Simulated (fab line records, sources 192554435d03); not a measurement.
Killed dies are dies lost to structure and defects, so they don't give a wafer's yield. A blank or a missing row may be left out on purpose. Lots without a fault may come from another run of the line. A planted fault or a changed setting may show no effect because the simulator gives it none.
fab line records | flow n5_finfet
record lots=9 wafers=27 last_day=20
route steps=1938 shown GATE_CUT@499 MOL_CONTACT_COAG@517 BEOL_M4@1111 PASSIVATION@1936
lots that met no fault: from a run of the same line without faults
start_h: hours from the record's first day to the start of the lot's first wafer shown | wait_h: hours since the lot's step before | " the same as in the row above | L1.1+2: a row that stands for several wafers | - no value, or no start given | * or withheld: withheld | < > ~ a bound
route shown NAME@n: a module of which the file shows steps, and the number in the route of the first | usual: mean/standard deviation of fault-free wafers | same: alike in all rows | chamber/n: place in a boat | sites: the reading at each site | _std_site: their standard deviation | _edge_site: outer sites' mean less inner sites' | radius_mm: how far each site lies from the wafer's centre | mask NAME#n: copy n | behind: the tool/chamber that last shaped the wafer | hold: why the lot was held/for how many hours/how that ended | device: the transistor (n, p or np) that didn't switch | end of line: the same wafers' tests at the end of the route | a step without rows: its recipe alone | killed: dies lost to structure and defects at the first sort, not the wafer's yield | map: a wafer's dies, x killed, . not, _ none there
set.NAME: the setting as run; set.NAME@STEP: as run at that earlier step | model.NAME: the simulator's own value behind a step, which no gauge read
steps of the route over a sample of lots; a table a step, a row a wafer
services: from which hour (start_h, from the record's first day; less than 0 if before it) a tool's chamber was out of use, for how many hours, and why
## steps
# step N5_GATE_CUT_ETCH_19
# recipe chemistry=CH3F/O2 target=SiNx mask_material=SiO2 target_depth_a=537 time_s=76.7 pressure_mtorr=30 source_w=395 bias_w=73 Ar_flow_sccm=150 CH3F_flow_sccm=30 O2_flow_sccm=20 ion_energy_ev=120 ends=cleared
# usual CH3F_flow_sccm=30.00/0.097 O2_flow_sccm=20.00/0.06 drypump_motor_current_A=5.7/0.51 etch_rf_on_time_s=76.0/1.1 oes_product_au=0.69/0.07 rf_vpp_V=297/5.6 showerhead_plenum_p_Torr=2.02/0.057 throttle_valve_pct=16.40/0.22
# columns lot.wafer tool chamber start_h wait_h CH3F_flow_sccm O2_flow_sccm drypump_motor_current_A etch_rf_on_time_s oes_product_au rf_hours_counter_h rf_vpp_V showerhead_plenum_p_Torr throttle_valve_pct
L661.3 rie_diel-01 2 101.26 0.0 30.05 19.92 5.1 75.4 0.77 19 297 2.04 16.06
L661.4 " 1 " " 30.13 20.01 6.1 73.5 0.63 173 298 2.06 16.20
L661.5 " 1 " " 30.09 19.99 6.2 74.3 0.63 - 298 2.06 16.22
L663.1 rie_diel-05 1 109.39 0.0 29.97 19.97 5.9 75.1 0.79 29 295 2.13 16.46
L663.3 " 0 " " 30.01 20.03 4.7 77.9 0.62 171 295 2.07 16.48
L663.5 " 2 " " 30.04 19.94 5.5 75.1 0.67 - 291 1.94 16.43
L665.2 rie_diel-04 0 121.23 0.0 29.99 19.98 5.8 76.0 0.61 201 301 1.98 16.57
L665.4 " 3 " " 29.92 19.94 5.9 76.3 0.62 205 302 2.00 16.79
L665.6 " 0 " " 29.87 20.00 5.8 76.2 0.62 - 301 1.98 16.56
L666.2 rie_diel-05 0 130.53 0.0 29.99 19.90 4.7 76.9 0.62 179 295 2.07 16.49
L666.3 " 1 " " 29.89 20.15 5.9 75.5 0.77 36 297 2.13 16.47
L666.5 " 3 " " 29.96 20.01 5.0 75.6 0.77 - 291 1.96 16.17
L669.2 rie_diel-01 2 146.23 0.0 30.17 20.03 5.2 75.3 0.74 38 296 2.03 16.09
L669.4 " 1 " " 29.92 19.97 6.2 73.8 0.62 - 297 2.05 16.24
L669.5 " 3 " " 30.03 19.99 6.3 76.7 0.78 - 292 1.98 16.37
L670.1 rie_diel-01 2 154.54 0.0 29.85 19.99 5.1 76.2 0.74 41 298 2.03 16.11
L670.3 " 0 " " 30.07 19.95 6.1 75.6 0.60 238 311 2.06 16.80
L670.6 " 3 " " 30.13 19.97 6.3 77.3 0.77 - 295 1.98 16.35
L676.3 rie_diel-01 2 185.75 0.0 30.00 19.91 5.1 75.1 0.73 49 296 2.03 16.11
L676.4 " 0 " " 29.91 20.01 6.2 74.9 0.61 246 312 2.06 16.84
L676.5 " 2 " " 30.11 19.99 5.1 74.8 0.73 - 296 2.03 16.13
L679.2 rie_diel-05 2 206.19 0.0 29.96 20.02 5.5 75.3 0.66 146 293 1.94 16.47
L679.3 " 3 " " 30.03 20.00 5.0 76.0 0.74 47 292 1.95 16.20
L679.6 " 3 " " 29.89 20.07 5.0 76.0 0.73 - 292 1.95 16.21
L682.3 rie_diel-01 2 220.50 0.0 29.90 19.98 5.1 74.9 0.72 60 297 2.03 16.14
L682.5 " 2 " " 30.03 20.06 5.2 75.2 0.71 - 297 2.03 16.14
L682.6 " 1 " " 30.04 20.04 6.1 74.2 0.60 - 298 2.05 16.29
# step N5_GATE_CUT_VAPOR_ETCH_48
# recipe chemistry=BCl3/Cl2 target=TiN mode=isotropic
# usual drypump_motor_current_A=5.5/0.63 oes_product_au=0.77/0.13
# columns lot.wafer tool chamber start_h wait_h drypump_motor_current_A oes_product_au
L661.3 rie_metal-02 0 101.56 0.0 4.8 0.62
L661.4 " 1 " " 6.4 0.94
L661.5 " 0 " " 4.8 0.62
L663.1 rie_metal-03 1 109.68 0.0 6.0 0.65
L663.3 " 1 " " 6.0 0.64
L663.5 " 0 " " 5.1 0.83
L665.2 rie_metal-01 0 121.52 0.0 5.0 0.85
L665.4 " 1 " " 5.6 0.82
L665.6 " 1 " " 5.6 0.83
L666.2 rie_metal-01 1 130.82 0.0 5.7 0.83
L666.3 " 1 " " 5.7 0.82
L666.5 " 1 " " 5.6 0.83
L669.2 rie_metal-02 1 146.51 0.0 6.3 0.91
L669.4 " 1 " " 6.3 0.91
L669.5 " 0 " " 4.9 0.60
L670.1 rie_metal-02 1 154.82 0.0 6.4 0.90
L670.3 " 0 " " 4.9 0.61
L670.6 " 0 " " 4.9 0.61
L676.3 rie_metal-02 0 186.04 0.0 4.8 0.60
L676.4 " 1 " " 6.4 0.89
L676.5 " 1 " " 6.4 0.89
L679.2 rie_metal-03 0 206.48 0.0 5.1 0.81
L679.3 " 1 " " 6.0 0.63
L679.6 " 0 " " 5.1 0.81
L682.3 rie_metal-02 0 220.80 0.0 4.8 0.60
L682.5 " 1 " " 6.4 0.88
L682.6 " 0 " " 4.9 0.59
# step N5_GATE_CUT_CMP_61
# recipe stop_on=SiNx t_overpolish_s=3 post_cmp_clean=alkaline_brush down_force_psi=4 platen_rpm=27.09 pad_velocity_m_s=0.539
# usual motor_current_A=12.6/1.7
# columns lot.wafer tool chamber start_h wait_h motor_current_A
L661.3 cmp-01 3 104.48 0.4 10.7
L661.4 " 1 " " 10.2
L661.5 " 3 " " 10.7
L663.3 cmp-01 2 112.27 0.3 15.3
L663.1 " 0 " " 13.2
L663.5 " 1 " " 10.6
L665.2 cmp-02 1 124.48 0.4 12.1
L665.4 " 3 " " 14.3
L665.6 " 1 " " 12.7
L666.2 cmp-01 1 133.45 0.3 10.5
L666.3 " 3 " " 11.3
L666.5 " 1 " " 10.3
L669.4 cmp-04 2 149.14 0.3 12.1
L669.2 " 3 " " 14.4
L669.5 " 1 " " 10.8
L670.1 cmp-01 2 157.99 0.4 14.8
L670.3 " 3 " " 10.8
L670.6 " 3 " " 10.8
L676.3 cmp-02 3 188.79 0.4 14.0
L676.4 " 1 " " 12.4
L676.5 " 0 " " 14.2
L679.2 cmp-04 3 209.10 0.3 14.1
L679.3 " 0 " " 12.1
L679.6 " 1 " " 10.2
L682.3 cmp-02 2 223.38 0.3 13.3
L682.6 " 1 " " 12.0
L682.5 " 2 " " 12.9
# step N5_MOL_CONTACT_COAG_COAT_103
# recipe resist=SOC temp_c=250 time_s=60 spin_rpm=1500 resist_thk_nm=80
# usual exhaust_pa=44.9/1 heater_power_total_W=500.2/1.9 plate_temp_C=250.02/0.17 resist_line_temp_C=22.98/0.13
# same time_s=60
# columns lot.wafer tool chamber start_h wait_h exhaust_pa heater_power_total_W plate_temp_C resist_line_temp_C
L661.3 litho_track-04 0 104.75 0.0 44.1 498.9 249.96 22.94
L661.4 " 0 " " 44.6 502.5 250.05 23.06
L661.5 " 0 " " 44.9 498.4 250.06 23.11
L663.1 litho_track-04 0 112.50 0.0 44.2 478.4 240.71 22.79
L663.3 " 0 " " 44.2 479.1 240.80 22.78
L663.5 " 0 " " 43.7 479.0 240.86 22.85
L665.2 litho_track-03 0 124.75 0.0 44.4 499.5 250.18 22.92
L665.4 " 0 " " 45.3 498.2 250.18 22.86
L665.6 " 0 " " 45.6 503.1 250.13 23.14
L666.2 litho_track-04 0 133.69 0.0 44.1 478.6 240.47 22.97
L666.3 " 0 " " 44.8 476.7 241.02 22.86
L666.5 " 0 " " 43.7 476.2 240.60 23.03
L669.2 litho_track-04 0 149.34 0.0 44.0 476.2 240.84 22.80
L669.4 " 0 " " 44.0 477.8 240.86 22.61
L669.5 " 0 " " 45.0 475.7 240.58 22.88
L670.1 litho_track-01 0 158.26 0.0 46.3 500.5 250.18 22.94
L670.3 " 0 " " 45.1 499.7 250.39 23.17
L670.6 " 0 " " 45.0 499.2 250.10 22.90
L676.3 litho_track-03 0 189.05 0.0 44.8 502.3 249.93 22.88
L676.4 " 0 " " 44.7 498.1 250.22 22.84
L676.5 " 0 " " 46.3 502.4 250.06 23.07
L679.2 litho_track-04 0 209.31 0.0 45.3 502.1 250.11 23.06
L679.3 " 0 " " 45.2 500.9 250.20 23.01
L679.6 " 0 " " 45.8 497.7 249.86 22.96
L682.3 litho_track-03 0 223.61 0.0 46.3 499.8 250.10 23.00
L682.5 " 0 " " 48.7 498.3 250.15 23.02
L682.6 " 0 " " 47.7 501.6 249.99 22.96
# step N5_BEOL_M4_RC_MEAS_101
# usual DIBL_N=36.3/1.6 DIBL_P=36.4/2.1 IOFF_N=0.16/0.032 IOFF_P=0.22/0.044 ION_N=675/12 ION_P=463/8.3 SS_N=71.6/0.64 SS_P=73.3/0.67 VT_N=250/3.3 VT_P=-250/3.7
# columns lot.wafer tool chamber start_h wait_h DIBL_N[mV/V] DIBL_P[mV/V] IOFF_N[nA/um] IOFF_P[nA/um] ION_N[uA/um] ION_P[uA/um] SS_N[mV/dec] SS_P[mV/dec] VT_N[mV] VT_P[mV]
L661.3 prober-01 0 209.26 0.3 37.6 38.7 0.17 0.21 675 462 72.0 73.9 248 -250
L661.4 " 0 " " 35.8 35.3 0.13 0.16 672 452 71.6 72.1 252 -256
L661.5 " 0 " " 35.0 35.0 0.12 0.16 666 455 70.9 72.7 252 -255
L663.1 prober-01 0 218.98 0.0 36.7 36.5 0.17 0.22 675 470 71.0 73.9 248 -249
L663.3 " 0 " " 36.5 36.4 0.16 0.20 664 455 71.4 72.9 251 -251
L663.5 " 0 " " 37.5 37.5 0.18 0.22 682 469 72.1 74.1 248 -248
L665.2 prober-01 0 231.91 0.2 35.5 36.4 0.16 0.22 679 465 71.4 73.5 248 -251
L665.4 " 0 " " 35.7 36.0 0.15 0.21 668 457 71.8 72.9 251 -248
L665.6 " 0 " " 34.7 34.5 0.13 0.18 663 451 71.7 73.5 253 -250
L666.2 prober-01 0 252.46 0.2 36.8 38.9 0.19 0.26 690 472 71.3 74.1 249 -248
L666.3 " 0 " " 36.9 38.7 0.19 0.26 682 471 71.8 73.6 249 -248
L666.5 " 0 " " 37.2 40.1 0.20 0.29 697 486 71.9 74.9 247 -245
L669.2 prober-01 0 284.45 0.2 37.5 36.6 0.17 0.23 674 463 71.9 73.4 247 -249
L669.4 " 0 " " 38.0 38.8 0.20 0.28 689 475 71.8 73.5 246 -247
L669.5 " 0 " " 37.4 37.6 0.18 0.25 680 464 71.6 73.1 247 -244
L670.1 prober-02 0 287.00 0.0 33.7 32.9 0.13 0.20 674 469 71.2 71.8 250 -247
L670.3 " 0 " " 38.6 38.7 0.22 0.29 694 472 72.7 74.4 243 -245
L670.6 " 0 " " 35.6 35.8 0.17 0.26 696 479 71.5 73.3 249 -244
L676.3 prober-01 0 308.73 0.3 38.0 37.5 0.20 0.26 699 471 72.3 74.3 246 -244
L676.4 " 0 " " 33.7 32.2 0.12 0.17 654 452 70.6 72.7 253 -250
L676.5 " 0 " " 34.7 33.5 0.13 0.18 674 461 71.4 74.0 251 -251
L679.2 prober-01 0 321.76 0.2 34.4 34.3 0.15 0.21 678 465 71.0 72.0 246 -247
L679.3 " 0 " " 35.5 36.6 0.17 0.25 699 479 72.3 73.0 247 -246
L679.6 " 0 " " 38.4 40.4 0.24 0.32 690 468 72.9 74.0 243 -243
L682.3 prober-01 0 381.41 0.3 35.7 34.9 0.15 0.21 665 459 71.9 72.9 250 -250
L682.5 " 0 " " 37.1 36.6 0.17 0.23 670 462 72.6 73.0 248 -248
L682.6 " 0 " " 35.8 35.0 0.15 0.21 680 463 72.4 72.9 253 -251
# step N5_PASSIVATION_PROBE_49
# usual defect_limited_yield=91.4/1.2 killed_at_M0_to_M3=35/11 killed_at_M4_up=14/6 killed_at_contacts=12/6.7 killed_at_front_end=37/9.7 killed_at_other=3.5/2.5 killed_dies=102/15 killed_open=67/12 killed_short=33/7.3 sort_bin_5_function=5.1/0.81 sort_bin_6_memory=3.2/0.65 sort_n_pass=1078/15 sort_yield_pct=91.4/1.2
# same gross_dies=1180 killed_at_back_side=0 sort_bin_4_leakage[%]=0 sort_bin_8_speed[%]=0
# columns lot.wafer tool chamber start_h wait_h defect_limited_yield[%] killed_at_M0_to_M3 killed_at_M4_up killed_at_contacts killed_at_front_end killed_at_other killed_dies killed_open killed_short sort_bin_5_function[%] sort_bin_6_memory[%] sort_n_pass sort_yield_pct[%]
L669.5 prober-02 - 390.39 0.2 90.6 29 11 27 43 1 111 79 31 5.8 3.3 1069 90.6
L670.1 prober-01 - 396.86 0.0 91.4 39 20 10 30 3 102 63 38 5.3 3.1 1078 91.4
L670.3 prober-01 - 396.96 0.1 90.8 31 20 18 35 5 109 70 37 5.7 3.1 1071 90.8
L670.6 prober-01 - 397.11 0.3 88.6 52 14 13 49 6 134 91 42 5.6 5.1 1046 88.6
L679.2 prober-02 - 414.35 0.1 92.7 23 11 7 39 6 86 56 26 4.9 2.1 1094 92.7
L679.3 prober-02 - 414.40 0.1 91.4 24 6 4 61 7 102 69 33 4.5 3.7 1078 91.4
L679.6 prober-02 - 414.55 0.3 90.8 32 12 6 57 1 108 74 31 5.5 3.2 1072 90.8
L676.3 prober-01 - 414.80 0.1 89.2 51 3 11 57 5 127 84 42 6.1 4.3 1053 89.2
L676.4 prober-01 - 414.85 0.2 88.5 49 17 10 59 1 136 87 48 7.1 4.0 1044 88.5
L676.5 prober-01 - 414.90 0.2 89.9 46 13 16 43 1 119 70 41 5.8 3.2 1061 89.9
# killed by level:class
L669.5 MOL_CONTACT_COAG:geometric_particle:open=25 FIN_SAQP:geometric_particle:open=9 FIN_SAQP:geometric_particle:short=9 GATE_CUT:geometric_particle:short=6 BEOL_M0_SAQP:geometric_particle:open=6 BEOL_M3:geometric_particle:open=6 STI_FIN_REVEAL:geometric_particle:open=5 BEOL_M0_SAQP:geometric_particle:short=5
L670.1 BEOL_M0_SAQP:geometric_particle:short=16 BEOL_M4:geometric_particle:open=13 BEOL_M0_SAQP:geometric_particle:open=10 MOL_CONTACT_COAG:geometric_particle:open=9 STI_FIN_REVEAL:geometric_particle:open=5 DUMMY_GATE:geometric_particle:open=5 BEOL_M3:geometric_particle:open=5 GATE_CUT:geometric_particle:short=4
L670.3 MOL_CONTACT_COAG:geometric_particle:open=17 BEOL_M0_SAQP:geometric_particle:short=13 BEOL_M4:geometric_particle:open=12 GATE_CUT:geometric_particle:short=6 BEOL_M0_SAQP:geometric_particle:open=6 STI_FIN_REVEAL:geometric_particle:open=5 DUMMY_GATE:geometric_particle:open=5 FIN_SAQP:geometric_particle:open=4
L670.6 BEOL_M0_SAQP:geometric_particle:short=19 BEOL_M0_SAQP:geometric_particle:open=15 MOL_CONTACT_COAG:geometric_particle:open=12 FIN_SAQP:geometric_particle:open=11 DUMMY_GATE:geometric_particle:open=10 GATE_CUT:geometric_particle:short=9 BEOL_M3:geometric_particle:open=9 BEOL_M4:geometric_particle:open=9
L679.2 FIN_SAQP:geometric_particle:open=15 BEOL_M2:geometric_particle:open=9 FIN_SAQP:geometric_particle:short=5 DUMMY_GATE:geometric_particle:open=5 MOL_CONTACT_COAG:geometric_particle:open=5 BEOL_M4:geometric_particle:open=4 MIM_TOP_ETCH:coat_microbubble_printed=4 GATE_CUT:geometric_particle:short=3
L679.3 FIN_SAQP:geometric_particle:open=31 BEOL_M1:geometric_particle:open=8 FIN_SAQP:geometric_particle:short=6 DUMMY_GATE:geometric_particle:open=6 GATE_CUT:geometric_particle:short=5 BEOL_M3:geometric_particle:open=5 MOL_CONTACT_COAG:geometric_particle:open=4 BEOL_M3:geometric_particle:short=4
L679.6 FIN_SAQP:geometric_particle:open=29 BEOL_M0_SAQP:geometric_particle:short=7 FIN_SAQP:geometric_particle:short=6 DUMMY_GATE:geometric_particle:open=6 BEOL_M2:geometric_particle:open=6 MOL_CONTACT_COAG:geometric_particle:open=6 BEOL_M0_SAQP:geometric_particle:open=6 BEOL_M3:geometric_particle:short=6
L676.3 BEOL_M3:geometric_particle:open=19 FIN_SAQP:geometric_particle:open=11 BEOL_M0_SAQP:geometric_particle:short=11 BEOL_M0_SAQP:geometric_particle:open=10 GATE_CUT:geometric_particle:short=9 STI_FIN_REVEAL:geometric_particle:open=9 MOL_CONTACT_COAG:geometric_particle:open=9 FIN_SAQP:geometric_particle:short=7
L676.4 STI_FIN_REVEAL:geometric_particle:open=18 BEOL_M3:geometric_particle:open=14 FIN_SAQP:geometric_particle:short=12 BEOL_M2:geometric_particle:open=11 BEOL_M0_SAQP:geometric_particle:open=9 BEOL_M0_SAQP:geometric_particle:short=8 BEOL_M4:geometric_particle:open=8 FIN_SAQP:geometric_particle:open=6
L676.5 BEOL_M0_SAQP:geometric_particle:open=13 MOL_CONTACT_COAG:geometric_particle:open=12 BEOL_M0_SAQP:geometric_particle:short=11 FIN_SAQP:geometric_particle:open=10 BEOL_M4:geometric_particle:open=9 BEOL_M3:geometric_particle:open=7 FIN_SAQP:geometric_particle:short=6 BEOL_M2:geometric_particle:open=6
## services
# columns tool chamber start_h hours kind
rie_diel-05 1 80.42 9.3 repair
litho_track-04 - 87.69 - consumable_replace:filter
cmp-02 - 93.51 5.2 pm
rie_diel-04 2 105.37 13.3 repair
cmp-04 - 108.72 1.5 repair
cmp-04 - 113.44 0.4 repair
rie_diel-01 0 117.38 36.7 repair
rie_metal-03 - 132.29 15.6 pm
cmp-01 - 141.47 0.4 repair
cmp-02 - 145.46 1.4 repair
rie_metal-03 0 148.66 21.8 repair
cmp-04 - 150.34 4.0 pm
cmp-02 - 152.79 4.0 pm
cmp-02 - 156.79 - consumable_replace:conditioner
cmp-02 - 156.79 - consumable_replace:pad
rie_diel-01 3 160.50 4.9 repair
cmp-04 - 161.70 6.2 pm
cmp-04 - 173.15 0.2 repair
rie_diel-01 0 198.60 - clean
rie_diel-01 0 198.60 - consumable_replace:focus_ring
rie_diel-01 0 198.60 23.9 scheduled_down
rie_diel-01 0 198.60 23.9 vent_cycle
rie_metal-02 1 199.28 6.9 repair
rie_diel-04 2 222.58 4.9 repair
## key
first_sign step=N5_MOL_CONTACT_COAG_COAT_103 reading=plate_temp_C direction=down sigmas=55 usual=* struck=*
effect step=N5_MOL_CONTACT_COAG_COAT_103 reading=heater_power_total_W direction=down sigmas=12 usual=* struck=*
met_at N5_MOL_CONTACT_COAG_COAT_103
struck_lots L663,L666,L669
not_acting_at N5_GATE_CUT_ETCH_19,N5_GATE_CUT_VAPOR_ETCH_48,N5_GATE_CUT_CMP_61
onset_between 104.75 112.50
fault kind=process_parameter_drift tool=litho_track-04 chamber=- onset_h=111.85 steps=N5_MOL_CONTACT_COAG_COAT_103 channel=temp_c offset=* shape=step end_h=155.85 acts_in=* stated=*
